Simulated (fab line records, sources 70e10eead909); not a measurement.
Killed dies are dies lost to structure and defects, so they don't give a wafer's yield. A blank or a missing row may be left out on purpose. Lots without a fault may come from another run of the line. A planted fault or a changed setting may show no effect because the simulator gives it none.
Chamber matching | flow nand_harc | NHARC_A_CHANNEL_FILL_D1_STRIP_28 on rie_diel-05: 4 sister chambers
The step strips in O2, time 20 s. 8 wafers are shown with their chamber, then 8 later ones without.

WAFERS WITH THEIR CHAMBER
wafer  | chamber | drypump_motor_current_A (A) | rf_vpp_V (V)
L080.2 | 3       | 6.1                         | 57.2
L080.5 | 1       | 6.1                         | 55.9
L082.2 | 2       | 5.3                         | 58.2
L082.6 | 0       | 5.6                         | 59.5
L085.2 | 3       | 6.0                         | 56.6
L085.3 | 1       | 6.0                         | 57.3
L085.4 | 2       | 5.3                         | 57.4
L086.1 | 0       | 5.6                         | 57.9

WAFERS WITHOUT THEIR CHAMBER
wafer  | drypump_motor_current_A (A) | rf_vpp_V (V)
L086.3 | 6.0                         | 57.4
L086.4 | 6.0                         | 56.4
L090.2 | 6.0                         | 57.9
L090.5 | 5.6                         | 57.4
L090.6 | 6.1                         | 58.0
L093.2 | 5.5                         | 57.4
L093.3 | 5.3                         | 57.5
L093.5 | 5.3                         | 59.0

WHICH CHAMBER EACH WENT THROUGH
wafer  | from the rows above     | in truth
L086.3 | can't be placed: 3 or 1 | 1
L086.4 | can't be placed: 1 or 3 | 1
L090.2 | can't be placed: 3 or 1 | 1
L090.5 | 0                       | 0
L090.6 | can't be placed: 3 or 1 | 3
L093.2 | can't be placed: 0 or 2 | 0
L093.3 | 2                       | 2
L093.5 | 2                       | 2
Placed correctly: 3 of 8. Can't be placed from these rows: 5 (the true chamber is among the candidates in 5). Placed wrongly: 0.
How it was worked out, from the rows above alone: a wafer's distance from a chamber is the root of the sum, over the readings, of the square of ((its reading less the chamber's mean) divided by the reading's scatter). The wafer belongs to the nearest chamber; if the next one is less than 2 further off, it can't be placed. A chamber's mean is the mean of its shown wafers. The scatter: the root of (the sum of the squares of (reading less its chamber's mean) over the shown wafers, divided by (wafers less chambers)).
